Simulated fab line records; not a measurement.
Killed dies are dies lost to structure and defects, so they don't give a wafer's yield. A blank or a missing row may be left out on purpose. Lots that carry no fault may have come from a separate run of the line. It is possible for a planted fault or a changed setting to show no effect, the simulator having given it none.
Which tool was responsible? :: flow nandHarc :: 12 lots with 36 wafers sampled at 4 steps, on a route of 1302 steps

== WHAT EACH GAUGE READ, for each wafer ==
NHARC_END_SORT_01. Usual: defectLimitedYield 92.3 %, standard deviation 2.7; killedAtArray 47, standard deviation 18; killedAtOther 0.9, standard deviation 1.1; killedAtPeriphery 4, standard deviation 3.1; killedDies 52, standard deviation 18; killedOpen 3.1, standard deviation 1.5; killedShort 2.4, standard deviation 1.5; sort_bin_2_pct 2.7 %, standard deviation 1.2; sort_bin_3_pct 0.6 %, standard deviation 0.38; sort_bin_4_pct 4.5 %, standard deviation 1.5; sortNPass 625, standard deviation 18; sortRimYieldPct 89 %, standard deviation 4.5; sortYieldPct 92.3 %, standard deviation 2.7.
lot: L224
measured: day 26 12:44
on: prober-02
defectLimitedYield (%): 95.9 94.5 96.0
killedAtArray: 26 35 24
killedAtOther: 0 0 0
killedAtPeriphery: 2 2 3
killedDies: 28 37 27
killedOpen: 2 6 1
killedShort: 3 3 1
sort_bin_2_pct (%): 1.0 1.5 1.2
sort_bin_3_pct (%): 0.4 0.4 0
sort_bin_4_pct (%): 2.7 3.5 2.8
sortNPass: 649 640 650
sortRimYieldPct (%): 95 92 94
sortYieldPct (%): 95.9 94.5 96.0
flag: 

lot: L226
measured: day 27 09:18
on: prober-02
defectLimitedYield (%): 0 0 0
killedAtArray: 672 674 668
killedAtOther: 4 0 2
killedAtPeriphery: 1 3 7
killedDies: 677 677 677
killedOpen: 4 4 3
killedShort: 1 5 2
sort_bin_2_pct (%): 92.9 93.1 91.7
sort_bin_3_pct (%): 0.3 1.0 0.7
sort_bin_4_pct (%): 6.8 5.9 7.5
sortNPass: 0 0 0
sortRimYieldPct (%): 0 0 0
sortYieldPct (%): 0 0 0
flag: OFF

lot: L228
measured: day 27 15:37
on: prober-01
defectLimitedYield (%): 0 0 0
killedAtArray: 668 670 672
killedAtOther: 1 0 1
killedAtPeriphery: 8 7 4
killedDies: 677 677 677
killedOpen: 4 1 5
killedShort: 5 3 7
sort_bin_2_pct (%): 92.3 91.7 91.0
sort_bin_3_pct (%): 0.3 1.0 0.7
sort_bin_4_pct (%): 7.4 7.2 8.3
sortNPass: 0 0 0
sortRimYieldPct (%): 0 0 0
sortYieldPct (%): 0 0 0
flag: OFF

lot: L229
measured: day 28 05:11
on: prober-02
defectLimitedYield (%): 0 0 0
killedAtArray: 674 670 673
killedAtOther: 1 3 1
killedAtPeriphery: 2 4 3
killedDies: 677 677 677
killedOpen: 2 4 2
killedShort: 2 1 1
sort_bin_2_pct (%): 95.3 96.3 97.0
sort_bin_3_pct (%): 0.4 0.4 0.4
sort_bin_4_pct (%): 4.3 3.2 2.5
sortNPass: 0 0 0
sortRimYieldPct (%): 0 0 0
sortYieldPct (%): 0 0 0
flag: OFF

lot: L238
measured: day 32 19:52
on: prober-01
defectLimitedYield (%): 90.3 90.3 91.0
killedAtArray: 65 64 56
killedAtOther: 0 1 2
killedAtPeriphery: 1 1 3
killedDies: 66 66 61
killedOpen: 3 2 2
killedShort: 1 3 4
sort_bin_2_pct (%): 4.1 3.2 4.1
sort_bin_3_pct (%): 0.9 1.2 0.6
sort_bin_4_pct (%): 4.7 5.3 4.3
sortNPass: 611 611 616
sortRimYieldPct (%): 83 80 81
sortYieldPct (%): 90.3 90.3 91.0
flag: 

lot: L241
measured: day 33 12:17
on: prober-01
defectLimitedYield (%): 93.8 95.6 96.0
killedAtArray: 36 26 24
killedAtOther: 1 0 0
killedAtPeriphery: 5 4 3
killedDies: 42 30 27
killedOpen: 2 2 4
killedShort: 1 1 4
sort_bin_2_pct (%): 1.8 0.9 1.6
sort_bin_3_pct (%): 0.4 0.4 0.1
sort_bin_4_pct (%): 4.0 3.1 2.2
sortNPass: 635 647 650
sortRimYieldPct (%): 96 95 93
sortYieldPct (%): 93.8 95.6 96.0
flag: 

== EACH LOT AND THE TOOL THAT RAN IT (in order: tool; ch and the chambers of the sampled wafers; start) ==
lot: L221
NHARC_A_M1_ANNEAL_31: rtpAnneal-02 ch 0, day 23 11:11
NHARC_A_BONDPAD_ETCH_24: rieDiel-07 ch 0,1,3, day 23 14:40
NHARC_A_BONDPAD_PVD_27: pvdSputter-02, no start

lot: L220
NHARC_A_M1_ANNEAL_31: rtpAnneal-02 ch 0, day 23 13:59
NHARC_A_BONDPAD_ETCH_24: rieDiel-02 ch 0,1, day 23 17:34
NHARC_A_BONDPAD_PVD_27: pvdSputter-02, no start

lot: L224
NHARC_A_M1_ANNEAL_31: rtpAnneal-02 ch 0, day 25 00:43
NHARC_A_BONDPAD_ETCH_24: rieDiel-07 ch 0,1,3, day 25 04:05
NHARC_A_BONDPAD_PVD_27: pvdSputter-03, day 26 12:44 or earlier

lot: L226
NHARC_A_M1_ANNEAL_31: rtpAnneal-01 ch 0, day 25 18:52
NHARC_A_BONDPAD_ETCH_24: rieDiel-02 ch 0,1,3, day 25 22:10
NHARC_A_BONDPAD_PVD_27: pvdSputter-01, day 27 09:18 or earlier

lot: L228
NHARC_A_M1_ANNEAL_31: rtpAnneal-01 ch 0, day 26 00:56
NHARC_A_BONDPAD_ETCH_24: rieDiel-07 ch 1,3, day 26 04:32
NHARC_A_BONDPAD_PVD_27: pvdSputter-01, day 27 15:37 or earlier

lot: L229
NHARC_A_M1_ANNEAL_31: rtpAnneal-02 ch 0, day 26 15:53
NHARC_A_BONDPAD_ETCH_24: rieDiel-07 ch 1,2, day 26 19:35
NHARC_A_BONDPAD_PVD_27: pvdSputter-01, day 28 05:11 or earlier

lot: L237
NHARC_A_M1_ANNEAL_31: rtpAnneal-02 ch 0, day 29 07:50
NHARC_A_BONDPAD_ETCH_24: rieDiel-02 ch 0,3, day 29 12:01
NHARC_A_BONDPAD_PVD_27: pvdSputter-03, no start

lot: L236
NHARC_A_M1_ANNEAL_31: rtpAnneal-02 ch 0, day 29 09:14
NHARC_A_BONDPAD_ETCH_24: rieDiel-07 ch 0,2,3, day 29 12:44
NHARC_A_BONDPAD_PVD_27: pvdSputter-01, no start

lot: L239
NHARC_A_M1_ANNEAL_31: rtpAnneal-02 ch 0, day 30 19:01
NHARC_A_BONDPAD_ETCH_24: rieDiel-07 ch 1,2, day 30 22:43
NHARC_A_BONDPAD_PVD_27: pvdSputter-02, no start

lot: L238
NHARC_A_M1_ANNEAL_31: rtpAnneal-02 ch 0, day 31 04:17
NHARC_A_BONDPAD_ETCH_24: rieDiel-07 ch 0,1,2, day 31 07:56
NHARC_A_BONDPAD_PVD_27: pvdSputter-01, day 32 19:52 or earlier

lot: L240
NHARC_A_M1_ANNEAL_31: rtpAnneal-01 ch 0, day 31 11:48
NHARC_A_BONDPAD_ETCH_24: rieDiel-02 ch 1,2,3, day 31 15:12
NHARC_A_BONDPAD_PVD_27: pvdSputter-01, no start

lot: L241
NHARC_A_M1_ANNEAL_31: rtpAnneal-01 ch 0, day 32 01:06
NHARC_A_BONDPAD_ETCH_24: rieDiel-07 ch 1,3, day 32 04:50
NHARC_A_BONDPAD_PVD_27: pvdSputter-01, day 33 12:17 or earlier
- NHARC_A_M1_ANNEAL_31: time 90 s.
- NHARC_A_BONDPAD_ETCH_24: etches the open film in CF4/N2, target depth 30 nm, time 72.99 s.
- NHARC_A_BONDPAD_PVD_27: deposits Cu, target thk 30 nm, time 20.49 s.

== AS READ BY THE TOOLS THEMSELVES (means over the sampled wafers that have a number; for cases with no such wafer, the mark the record gives instead) ==
NHARC_A_M1_ANNEAL_31. Usual: wafer_temp_C_max 226.18, standard deviation 0.26.
lot: L221
tool: rtpAnneal-02
wafer_temp_C_max: 226.05
flag: 

lot: L220
tool: rtpAnneal-02
wafer_temp_C_max: 225.98
flag: 

lot: L224
tool: rtpAnneal-02
wafer_temp_C_max: 226.03
flag: 

lot: L226
tool: rtpAnneal-01
wafer_temp_C_max: 225.94
flag: 

lot: L228
tool: rtpAnneal-01
wafer_temp_C_max: 225.86
flag: 

lot: L229
tool: rtpAnneal-02
wafer_temp_C_max: 226.04
flag: 

lot: L237
tool: rtpAnneal-02
wafer_temp_C_max: 226.28
flag: 

lot: L236
tool: rtpAnneal-02
wafer_temp_C_max: 226.46
flag: 

lot: L239
tool: rtpAnneal-02
wafer_temp_C_max: 226.33
flag: 

lot: L238
tool: rtpAnneal-02
wafer_temp_C_max: 226.04
flag: 

lot: L240
tool: rtpAnneal-01
wafer_temp_C_max: 226.17
flag: 

lot: L241
tool: rtpAnneal-01
wafer_temp_C_max: 226.40
flag: 

NHARC_A_BONDPAD_ETCH_24. Usual: biasW 100.03 W, standard deviation 0.3; cf4FlowSccm 50.03 sccm, standard deviation 0.13; chamberPressureMTorr 29.997 mTorr, standard deviation 0.026; drypumpMotorCurrentA 5.84 A, standard deviation 0.26; mfcArSccm 150.0 sccm, standard deviation 0.43; oesProductAu 1.000 a.u., standard deviation 0.012; rfVppV 313.4 V, standard deviation 2.5; showerheadPlenumPTorr 2.58 Torr, standard deviation 0.14; throttleValvePct 19.793 %, standard deviation 0.009.
lot: L221
tool: rieDiel-07
biasW (W): 99.80
cf4FlowSccm (sccm): 50.03
chamberPressureMTorr (mTorr): 30.009
drypumpMotorCurrentA (A): 6.04
mfcArSccm (sccm): 149.8
oesProductAu (a.u.): 0.995
rfVppV (V): 315.2
showerheadPlenumPTorr (Torr): 2.69
throttleValvePct (%): 19.803
flag: 

lot: L220
tool: rieDiel-02
biasW (W): 100.27
cf4FlowSccm (sccm): 49.96
chamberPressureMTorr (mTorr): 29.998
drypumpMotorCurrentA (A): 5.89
mfcArSccm (sccm): 149.8
oesProductAu (a.u.): 0.991
rfVppV (V): 315.4
showerheadPlenumPTorr (Torr): 2.67
throttleValvePct (%): 19.793
flag: 

lot: L224
tool: rieDiel-07
biasW (W): 99.84
cf4FlowSccm (sccm): 50.03
chamberPressureMTorr (mTorr): 29.991
drypumpMotorCurrentA (A): 6.01
mfcArSccm (sccm): 149.6
oesProductAu (a.u.): 1.002
rfVppV (V): 315.4
showerheadPlenumPTorr (Torr): 2.69
throttleValvePct (%): 19.788
flag: 

lot: L226
tool: rieDiel-02
biasW (W): -
cf4FlowSccm (sccm): -
chamberPressureMTorr (mTorr): -
drypumpMotorCurrentA (A): -
mfcArSccm (sccm): -
oesProductAu (a.u.): -
rfVppV (V): -
showerheadPlenumPTorr (Torr): -
throttleValvePct (%): -
flag: OFF

lot: L228
tool: rieDiel-07
biasW (W): -
cf4FlowSccm (sccm): -
chamberPressureMTorr (mTorr): -
drypumpMotorCurrentA (A): -
mfcArSccm (sccm): -
oesProductAu (a.u.): -
rfVppV (V): -
showerheadPlenumPTorr (Torr): -
throttleValvePct (%): -
flag: OFF

lot: L229
tool: rieDiel-07
biasW (W): -
cf4FlowSccm (sccm): -
chamberPressureMTorr (mTorr): -
drypumpMotorCurrentA (A): -
mfcArSccm (sccm): -
oesProductAu (a.u.): -
rfVppV (V): -
showerheadPlenumPTorr (Torr): -
throttleValvePct (%): -
flag: OFF

lot: L237
tool: rieDiel-02
biasW (W): 99.94
cf4FlowSccm (sccm): 50.08
chamberPressureMTorr (mTorr): 29.992
drypumpMotorCurrentA (A): 5.95
mfcArSccm (sccm): 150.3
oesProductAu (a.u.): 0.993
rfVppV (V): 314.8
showerheadPlenumPTorr (Torr): 2.66
throttleValvePct (%): 19.796
flag: 

lot: L236
tool: rieDiel-07
biasW (W): 100.22
cf4FlowSccm (sccm): 50.06
chamberPressureMTorr (mTorr): 29.970
drypumpMotorCurrentA (A): 5.95
mfcArSccm (sccm): 149.8
oesProductAu (a.u.): 1.014
rfVppV (V): 315.9
showerheadPlenumPTorr (Torr): 2.69
throttleValvePct (%): 19.791
flag: 

lot: L239
tool: rieDiel-07
biasW (W): 100.29
cf4FlowSccm (sccm): 50.02
chamberPressureMTorr (mTorr): 29.987
drypumpMotorCurrentA (A): 5.79
mfcArSccm (sccm): 149.7
oesProductAu (a.u.): 0.996
rfVppV (V): 312.0
showerheadPlenumPTorr (Torr): 2.53
throttleValvePct (%): 19.797
flag: 

lot: L238
tool: rieDiel-07
biasW (W): 100.28
cf4FlowSccm (sccm): 49.91
chamberPressureMTorr (mTorr): 29.979
drypumpMotorCurrentA (A): 5.99
mfcArSccm (sccm): 150.0
oesProductAu (a.u.): 0.996
rfVppV (V): 314.0
showerheadPlenumPTorr (Torr): 2.60
throttleValvePct (%): 19.797
flag: 

lot: L240
tool: rieDiel-02
biasW (W): 100.21
cf4FlowSccm (sccm): 50.19
chamberPressureMTorr (mTorr): 30.036
drypumpMotorCurrentA (A): 5.79
mfcArSccm (sccm): 150.0
oesProductAu (a.u.): 0.992
rfVppV (V): 310.3
showerheadPlenumPTorr (Torr): 2.45
throttleValvePct (%): 19.796
flag: 

lot: L241
tool: rieDiel-07
biasW (W): 99.67
cf4FlowSccm (sccm): 50.26
chamberPressureMTorr (mTorr): 29.986
drypumpMotorCurrentA (A): 5.91
mfcArSccm (sccm): 149.8
oesProductAu (a.u.): 1.010
rfVppV (V): 314.2
showerheadPlenumPTorr (Torr): 2.62
throttleValvePct (%): 19.795
flag: 

NHARC_A_BONDPAD_PVD_27. Usual: throttleValvePct 29.5 %, standard deviation 1.
lot: L221
tool: pvdSputter-02
throttleValvePct (%): 30.1
flag: 

lot: L220
tool: pvdSputter-02
throttleValvePct (%): 30.6
flag: 

lot: L224
tool: pvdSputter-03
throttleValvePct (%): 29.4
flag: 

lot: L226
tool: pvdSputter-01
throttleValvePct (%): 28.7
flag: 

lot: L228
tool: pvdSputter-01
throttleValvePct (%): 28.8
flag: 

lot: L229
tool: pvdSputter-01
throttleValvePct (%): 28.9
flag: 

lot: L237
tool: pvdSputter-03
throttleValvePct (%): 29.3
flag: 

lot: L236
tool: pvdSputter-01
throttleValvePct (%): 29.1
flag: 

lot: L239
tool: pvdSputter-02
throttleValvePct (%): 30.2
flag: 

lot: L238
tool: pvdSputter-01
throttleValvePct (%): 28.9
flag: 

lot: L240
tool: pvdSputter-01
throttleValvePct (%): 29.2
flag: 

lot: L241
tool: pvdSputter-01
throttleValvePct (%): 28.4
flag: 

== THE ANSWER, worked out from the rows above alone ==
Rule: take the mean of a lot's wafers that have a number; if it is more than 3 standard deviations from the usual mean, the lot is off. Also off: a lot with no number at a reading for which 4 or more lots have one. The other lots that the step has rows for count as sound. First the gauges in route order, then the tools' own readings, where a lot's mean is used as printed above. At the first step where some lot is off, the reading lying furthest off is the one used; lots without a number count as furthest.
Off: L226, L228, L229 (NHARC_END_SORT_01, sort_bin_2_pct). Neither off nor sound, because the step has no rows for them: L221, L220, L237, L236, L239, L240.
A tool fits if, at a process step before that reading, it ran every lot that is off, and no sound lot after the first of them. The gauges at NHARC_END_SORT_01 aren't tried: what is off there is off at NHARC_A_BONDPAD_ETCH_24 too, on other tools, and a gauge's error can't cause that. With no start given for some of its lots, NHARC_A_BONDPAD_PVD_27 uses the hours and lot order of NHARC_END_SORT_01. Not one of the candidates tried fits.

== WHAT HAD BEEN PUT IN BY THE SIMULATOR ==
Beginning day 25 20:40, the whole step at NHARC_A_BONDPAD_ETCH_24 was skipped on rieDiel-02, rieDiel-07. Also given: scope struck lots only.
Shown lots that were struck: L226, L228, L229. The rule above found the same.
